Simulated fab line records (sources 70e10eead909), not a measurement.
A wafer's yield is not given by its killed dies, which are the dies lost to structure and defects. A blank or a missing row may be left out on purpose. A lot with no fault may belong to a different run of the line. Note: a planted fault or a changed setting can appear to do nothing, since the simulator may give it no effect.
fab line records | flow nandHarc
[record] lots = 6 wafers = 18 lastDay = 24
route steps=1159 shown A_ZERO_WELL@403 A_SOURCE_PLATE@413 END@1159
lots untouched by any fault: they come from a run of this same line in which no faults occurred
startH: hours from the record's opening day to when the first of the lot's shown wafers began | waitH: hours since the lot's step before | " as in the row above | L1.1+2: a single row standing in for several wafers | - no value, or no start given | * or withheld: withheld | < > ~ a bound
route shown NAME@n: names a module that has steps shown in the file, with the first one's number in the route | usual: average and standard deviation across the fault-free wafers | same: alike in all rows | chamber/n: place in a boat | sites: per-site readings | _std_site: the standard deviation of these | _edge_site: outer sites' mean less inner sites' | radiusMm: for every site, how far away it sits from the centre of the wafer | mask NAME#n: copy n | behind: tool/chamber where the wafer was last shaped | hold: the reason the lot was held/the length of the hold in hours/how it ended | device: the n, p or np transistor that did not switch | end of line: the same wafers' tests at the end of the route | a step without rows: its recipe alone | killed: the dies lost at the first sort to structure and to defects; this is not the yield of the wafer | map: a wafer's dies, x killed, . not, _ none there
set.NAME: the setting as run; set.NAME@STEP: as run at that earlier step | model.NAME: the simulator's own value behind a step, which no gauge read
lots at selected steps of the route; one table per step, one row per wafer
services: a tool's chamber out of use, with start hour (startH, from the record's first day; less than 0 if before it), hours out, and reason
[[steps]]
[step NHARC_A_ZERO_WELL_DESCUM_12]
[recipe] timeS = 3 o2FlowSccm = 200 arFlowSccm = 0 biasPowerW = 0 chemistry = O2
[usual] drypumpMotorCurrentA = 5.9/0.38 mfcArSccm = 0.009/0.014 oesProductAu = 1.002/0.01 rfVppV = 57.9/0.79 showerheadPlenumPTorr = 1.94/0.078 throttleValvePct = 11.314/0.0092
// columns lot.wafer tool chamber startH waitH drypumpMotorCurrentA mfcArSccm oesProductAu rfHoursCounterH rfVppV showerheadPlenumPTorr throttleValvePct
L810.4 rieDiel-13 0 143.66 - 5.5 0 1.010 2 58.2 1.92 11.315
L810.3 " 1 " " 5.6 0.031 0.996 2 58.1 1.90 11.310
L810.6 " 3 " " 6.6 0.008 1.013 - 56.7 1.91 11.326
L815.1 rieDiel-01 3 163.62 - 5.9 0.003 0.991 1 58.1 2.03 11.296
L815.2 " 0 " " 5.9 0 0.986 1 58.1 1.86 11.296
L815.6 " 2 " " 5.2 0.008 0.978 - 55.6 1.79 11.319
L817.4 rieDiel-13 3 175.41 - 6.6 0.008 1.024 5 60.0 1.91 11.313
L817.2 " 0 " " 5.5 0 0.996 5 58.6 1.92 11.327
L817.3 " 1 " " 5.5 0.031 1.002 4 56.9 1.90 11.322
L823.3 rieDiel-02 1 215.82 - 6.1 0 0.995 5 59.3 2.05 11.307
L823.1 " 2 " " 5.9 0.044 0.983 6 57.6 1.87 11.321
L823.2 " 0 " " 5.7 0 1.002 6 59.3 2.05 11.311
L828.1 rieDiel-13 3 248.60 - 6.6 0.008 1.008 9 57.6 1.91 11.326
L828.2 " 2 " " 5.8 0 0.992 8 58.7 2.02 11.322
L828.6 " 0 " " 5.5 0 1.000 - 58.2 1.92 11.325
L831.2 rieDiel-01 2 257.89 - 5.1 0.008 0.988 7 58.1 1.79 11.306
L831.1 " 0 " " 5.9 0 0.992 8 57.4 1.86 11.312
L831.6 " 2 " " 5.2 0.008 0.984 - 57.2 1.79 11.318
[step NHARC_A_ZERO_WELL_ETCH_19]
[recipe] targetDepthA = 800 overetchA = 240 timeS = 87.88 ionEnergyEv = 200 n2FlowSccm = 150 h2FlowSccm = 150 arFlowSccm = 0 rfW = 400 biasW = 150 chemistry = N2/H2
[usual] drypumpMotorCurrentA = 5.9/0.38 mfcArSccm = 0.010/0.014 oesProductAu = 1.002/0.0093 rfVppV = 431.3/2.5 showerheadPlenumPTorr = 2.07/0.084 throttleValvePct = 14.171/0.0085
// columns lot.wafer tool chamber startH waitH drypumpMotorCurrentA mfcArSccm oesProductAu rfHoursCounterH rfVppV showerheadPlenumPTorr throttleValvePct
L810.4 rieDiel-13 1 143.74 0.1 5.5 0.031 1.007 2 430.4 2.03 14.171
L810.3 " 3 " " 6.6 0.008 1.005 3 430.6 2.04 14.184
L810.6 " 0 " " 5.5 0 1.001 - 430.8 2.05 14.182
L815.1 rieDiel-01 0 163.70 0.1 5.9 0 0.993 1 428.9 1.98 14.178
L815.2 " 1 " " 6.6 0.022 1.016 1 432.4 2.07 14.173
L815.6 " 1 " " 6.6 0.022 1.012 - 430.5 2.06 14.171
L817.4 rieDiel-13 1 175.64 0.2 5.6 0.031 1.000 4 430.9 2.03 14.166
L817.2 " 2 " " 5.8 0 1.010 5 434.2 2.16 14.172
L817.3 " 0 " " 5.6 0 1.002 5 429.6 2.05 14.162
L823.2 rieDiel-02 0 215.91 0.1 5.8 0 1.005 6 433.2 2.19 14.166
L823.1 " 1 " " 6.1 0 0.981 5 435.0 2.19 14.161
L823.3 " 2 " " 5.9 0.044 0.989 6 428.5 1.99 14.186
L828.2 rieDiel-13 3 248.70 0.1 6.6 0.008 1.013 9 428.9 2.04 14.172
L828.1 " 0 " " 5.5 0 1.004 8 429.9 2.05 14.161
L828.6 " 1 " " 5.6 0.031 0.999 - 429.7 2.03 14.180
L831.2 rieDiel-01 0 257.98 0.1 5.8 0 0.997 8 429.2 1.98 14.177
L831.1 " 2 " " 5.2 0.008 0.997 7 424.9 1.90 14.183
L831.6 " 0 " " 5.9 0 0.996 - 429.4 1.98 14.164
[step NHARC_A_ZERO_WELL_ETCH_13]
[recipe] targetDepthA = 1200 timeS = 40.1 hbrFlowSccm = 150 cl2FlowSccm = 50 rfW = 400 icpW = 400 biasW = 100 chemistry = HBr/Cl2
[usual] drypumpMotorCurrentA = 5.6/0.38 oesProductAu = 1.003/0.011 throttleValvePct = 26.405/0.0094
// columns lot.wafer tool chamber startH waitH drypumpMotorCurrentA oesProductAu rfHoursCounterH throttleValvePct
L810.4 rieSi-01 0 143.85 - 6.0 1.011 0.0 26.393
L810.3 " 1 " " 5.6 1.013 0.0 26.397
L810.6 " 0 " " 6.0 1.006 - 26.403
L815.1 rieSi-06 1 163.83 - 6.1 0.994 0.9 26.402
L815.2 " 3 " " 6.2 0.989 1.1 26.413
L815.6 " 0 " " 5.7 0.986 - 26.404
L817.4 rieSi-01 0 175.76 - 6.0 1.019 0.3 26.392
L817.2 " 2 " " 5.9 1.001 0.3 26.402
L817.3 " 3 " " 5.6 1.016 0.3 26.403
L823.1 rieSi-06 1 216.02 - 6.1 1.018 0.1 26.402
L823.2 " 2 " " 5.0 1.004 0.1 26.408
L823.3 " 3 " " 6.2 1.000 0.1 26.411
L828.1 rieSi-06 3 248.80 - 6.2 0.998 0.5 26.416
L828.2 " 1 " " 6.0 1.016 0.4 26.403
L828.6 " 1 " " 6.0 0.997 - 26.401
L831.2 rieSi-06 2 258.11 - 5.0 0.996 0.5 26.389
L831.1 " 3 " " 6.2 1.004 0.5 26.422
L831.6 " 2 " " 5.0 0.985 - 26.419
[step NHARC_A_ZERO_WELL_STRIP_14]
[recipe] timeS = 900 tempC = 130 chemistry = SPM
[step NHARC_A_ZERO_WELL_IMPLANT_15]
[recipe] energyKev = 150 doseCm2 = 1e+13 tiltDeg = 7
[step NHARC_A_ZERO_WELL_PRECLEAN_22]
[recipe] timeS = 60 tempC = 50 bathAgeMin = 0 chemistry = SC1
[step NHARC_A_ZERO_WELL_SRD_23]
[step NHARC_A_ZERO_WELL_RTA_16]
[recipe] tempC = 1000 timeS = 10
[usual] lampPowerPct = 28.27/0.29 wafer_temp_C_max = 1004.9/2.3
// columns lot.wafer tool chamber startH waitH lampPowerPct wafer_temp_C_max
L810.3 rtpAnneal-01 0 144.82 - 28.58 1003.1
L810.4 " 0 " " 28.59 1003.9
L810.6 " 0 " " 28.54 1003.0
L815.1 rtpAnneal-02 0 164.72 - 27.97 1005.8
L815.2 " 0 " " 27.95 1008.8
L815.6 " 0 " " 27.97 1006.5
L817.2 rtpAnneal-02 0 176.69 - 27.99 1006.7
L817.3 " 0 " " 27.99 1006.7
L817.4 " 0 " " 28.00 1006.6
L823.1 rtpAnneal-02 0 217.02 - 27.95 1007.2
L823.2 " 0 " " 28.00 1007.5
L823.3 " 0 " " 27.97 1006.3
L828.1 rtpAnneal-02 0 249.75 - 27.98 1005.0
L828.2 " 0 " " 28.00 1008.2
L828.6 " 0 " " 27.95 1007.2
L831.1 rtpAnneal-02 0 259.06 0.1 27.99 1007.2
L831.2 " 0 " " 27.98 1008.2
L831.6 " 0 " " 28.02 1005.4
[step NHARC_A_ZERO_WELL_INSPECT_17]
[usual] rawDefectCount = 10/5.4
// columns lot.wafer tool chamber startH waitH rawDefectCount
L810.3 defectInspect-01 - 144.98 0.1 9
L810.4 " - " " 4
L810.6 " - " " 3
L815.1 defectInspect-01 - 164.91 0.2 6
L815.2 " - " " 2
L815.6 " - " " 4
L817.2 defectInspect-01 - 176.86 0.1 10
L817.3 " - " " 19
L817.4 " - " " 6
L823.1 defectInspect-02 - 217.22 0.2 11
L823.2 " - " " 4
L823.3 " - " " 9
L828.1 defectInspect-02 - 249.95 0.2 10
L828.2 " - " " 10
L828.6 " - " " 15
L831.1 defectInspect-01 - 259.26 0.2 14
L831.2 " - " " 8
L831.6 " - " " 5
[step NHARC_A_SOURCE_PLATE_PRECLEAN_00]
[recipe] timeS = 60 chemistry = HF-LAST
[step NHARC_A_SOURCE_PLATE_SRD_01]
[step NHARC_A_SOURCE_PLATE_OXIDE_02]
[recipe] targetThkA = 100 tempC = 900 oxTimeS = 1362 material = SiO2
[usual] oxTempC = 900.0/0.41 oxTimeS = 1362/0 zonePowerBottomPct = 30.6/0.35
// columns lot.wafer tool chamber startH waitH oxTempC oxTimeS zonePowerBottomPct
L810.3 furnace-03 0 149.20 - 899.3 1362 30.3
L810.4 " 0 " " 899.5 1362 30.4
L810.6 " 0 " " 899.9 1362 30.0
L815.1 furnace-03 - 167.97 - - - -
L815.2 " - " " - - -
L815.6 " - " " - - -
L815.1 furnace-03 0 171.98 0.3 900.1 1362 30.2
L815.2 " 0 " " 899.5 1362 30.4
L815.6 " 0 " " 899.7 1362 30.3
L817.2 furnace-03 0 179.92 - 899.4 1362 30.6
L817.3 " 0 " " 899.3 1362 30.1
L817.4 " 0 " " 899.5 1362 31.0
L817.2 furnace-03 0 186.66 3.0 900.4 1362 29.9
L817.3 " 0 " " 900.2 1362 30.2
L817.4 " 0 " " 900.3 1362 30.4
L823.1 furnace-03 0 218.99 - 900.3 1362 30.4
L823.2 " 0 " " 899.8 1362 30.8
L823.3 " 0 " " 899.9 1362 30.3
L828.1 furnace-06 0 252.91 - 900.2 1362 30.7
L828.2 " 0 " " 899.3 1362 30.7
L828.6 " 0 " " 899.9 1362 30.8
L831.1 furnace-06 0 262.62 - 900.0 1362 31.0
L831.2 " 0 " " 900.2 1362 31.6
L831.6 " 0 " " 899.4 1362 30.8
[step NHARC_A_SOURCE_PLATE_THK_MEAS_09]
[recipe] thkMeasGauge = ellipsometry
[usual] thkNm = 9.6/0.93
// columns lot.wafer tool chamber startH waitH thkNm
L810.3 filmMetro-01 - 153.31 0.4 9.4
L810.4 " - " " 9.2
L810.6 " - " " 10.1
L815.1 filmMetro-01 - 176.42 0.7 16.3
L815.2 " - " " 15.9
L815.6 " - " " 16.3
L817.2 filmMetro-01 - 191.12 0.7 16.5
L817.3 " - " " 17.2
L817.4 " - " " 15.2
L823.1 filmMetro-02 - 223.09 0.4 8.5
L823.2 " - " " 11.5
L823.3 " - " " 9.1
L828.1 filmMetro-01 - 257.05 0.4 10.8
L828.2 " - " " 9.1
L828.6 " - " " 9.1
L831.1 filmMetro-01 - 266.71 0.4 10.8
L831.2 " - " " 10.3
L831.6 " - " " 10.1
[step NHARC_A_SOURCE_PLATE_PVD_04]
[recipe] targetThkA = 500 material = WSi2
[step NHARC_END_SORT_01]
[recipe] tempC = 25
[usual] killedAtArray = 29/11 killedAtOther = 0.6/0.75 killedAtPeriphery = 3.1/2.1 killedDies = 32/11 killedOpen = 3.0/1.8 killedShort = 1.8/1.3
[same] grossDies = 677
// columns lot.wafer tool chamber startH waitH killedAtArray killedAtOther killedAtPeriphery killedDies killedOpen killedShort
L823.1 prober-01 0 522.63 2.5 20 0 4 24 3 2
L823.2 prober-01 0 523.43 2.8 20 1 7 28 3 1
L823.3 prober-01 0 524.23 3.1 26 0 4 30 4 1
// killed by level:class
L823.1 A_CHANNEL_HOLE_D1:chamberFilmFlake=7 P_BONDPAD:chamberFilmFlake=4 A_CONTACT:chamberFilmFlake=3 A_CONTACT:geometricParticle:open=2 A_ZERO_WELL:chamberFilmFlake=2 A_STAIRCASE:chamberFilmFlake=2 A_SOURCE_PLATE:geometricParticle:short=1 A_ONON_D1:geometricParticle:open=1
L823.2 A_CHANNEL_HOLE_D1:chamberFilmFlake=12 P_GATE:chamberFilmFlake=3 P_BONDPAD:chamberFilmFlake=2 A_ZERO_WELL:chamberFilmFlake=2 P_CONTACT:geometricParticle:open=1 P_M0:geometricParticle:open=1 A_SOURCE_PLATE:geometricParticle:short=1 A_CONTACT:geometricParticle:open=1
L823.3 A_CHANNEL_HOLE_D1:chamberFilmFlake=16 P_BONDPAD:chamberFilmFlake=3 A_STAIRCASE:chamberFilmFlake=2 A_CONTACT:chamberFilmFlake=2 A_SOURCE_PLATE:geometricParticle:open=1 A_CHANNEL_HOLE_D1:geometricParticle:open=1 A_WL_FILL:geometricParticle:open=1 A_CONTACT:geometricParticle:open=1
[[services]]
// columns tool chamber startH hours kind
rieSi-01 - 127.00 9.0 pm
rieDiel-13 0 132.57 - clean
rieDiel-13 1 132.57 - clean
rieDiel-13 2 132.57 - clean
rieDiel-13 3 132.57 - clean
rieDiel-02 3 137.39 12.3 repair
rieDiel-01 - 138.14 9.0 pm
rieDiel-02 - 150.70 9.0 pm
rieDiel-13 0 157.07 - clean
rieDiel-13 1 157.07 - clean
rieDiel-13 2 157.07 - clean
rieDiel-13 3 157.07 - clean
rieDiel-13 0 181.57 - clean
rieDiel-13 1 181.57 - clean
rieDiel-13 2 181.57 - clean
rieDiel-13 3 181.57 - clean
rieSi-06 - 183.00 9.0 pm
furnace-06 - 198.00 26.0 pm
rieDiel-13 0 206.07 - clean
rieDiel-13 1 206.07 - clean
rieDiel-13 2 206.07 - clean
rieSi-06 0 214.35 7.6 repair
rieDiel-13 2 220.22 3.1 repair
rieSi-06 0 236.43 27.6 repair
[[key]]
[firstSign] step = NHARC_A_SOURCE_PLATE_OXIDE_02 reading = visit direction = added
[effect] step = NHARC_A_SOURCE_PLATE_OXIDE_02 reading = toolRecord direction = missing
[effect] step = NHARC_A_SOURCE_PLATE_THK_MEAS_09 reading = thkNm direction = up sigmas = 7.1 usual = 9.6 struck = 16.2
metAt NHARC_A_SOURCE_PLATE_OXIDE_02
struckWafers L815.1,L815.2,L815.6,L817.2,L817.3,L817.4
testerLeftOut L815,L817
[earlierFault] kind = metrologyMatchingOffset tool = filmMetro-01 chamber = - onsetH = 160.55 steps = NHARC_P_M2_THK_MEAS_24 param = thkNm offset = 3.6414
[fault] kind = repeatedStepWhole tool = furnace-03,furnace-06 chamber = - onsetH = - steps = NHARC_A_SOURCE_PLATE_OXIDE_02 times = 1 scope = struckLotsOnly
// testerLeftOut: of these lots the tester's yield and bins aren't shown, on N5 and GAA mostly nor the transistor test; their killed dies are dies lost to structure and defects alone, not to doping, threshold or leakage, so they don't give the yield
